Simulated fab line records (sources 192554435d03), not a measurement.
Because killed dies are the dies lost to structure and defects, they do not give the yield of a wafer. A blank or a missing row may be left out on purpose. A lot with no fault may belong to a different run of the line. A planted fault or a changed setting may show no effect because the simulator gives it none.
Matching of chambers ; flow n5_finfet ; N5_HKMG_FIN_ALD_21 on ald_metal-03: 4 sister chambers
The step deposits TiN, target thk 1.5 nm, pulse time 1 s, purge time 3 s. 7 wafers are shown with their chamber, then 7 later ones without.

== WAFERS WITH THEIR CHAMBER ==
wafer;chamber;heater_power_w (W);precursor_pulse_height_rel
L074.3;3;941;0.979
L078.6;0;846;1.021
L081.2;0;833;0.982
L081.3;3;966;0.984
L081.5;1;1021;0.987
L092.2;2;652;1.008
L092.5;1;1034;1.014

== WAFERS WITHOUT THEIR CHAMBER ==
wafer;heater_power_w (W);precursor_pulse_height_rel
L092.6;838;1.005
L093.2;642;0.954
L093.4;851;1.035
L093.5;1062;1.007
L095.1;867;1.006
L095.3;654;0.973
L095.4;956;1.018

== WHICH CHAMBER EACH WENT THROUGH ==
wafer;from the rows above;in truth
L092.6;0;0
L093.2;2;2
L093.4;0;0
L093.5;1;1
L095.1;0;0
L095.3;2;2
L095.4;3;3
Placed correctly: 7 of 7. Left unplaced by these rows: 0. Placed wrongly: 0.
How it was worked out, from the rows above alone: a wafer's distance from a chamber is the root of the sum, over the readings, of the square of ((its reading less the chamber's mean) divided by the reading's scatter). If the next closest chamber is less than 2 further off than the closest, the wafer can't be placed; otherwise it belongs to the closest. Each chamber's mean is taken over the wafers shown for it. The scatter is the square root of a quotient: the sum, over the shown wafers, of each reading's squared deviation from its chamber's mean, divided by wafers minus chambers.
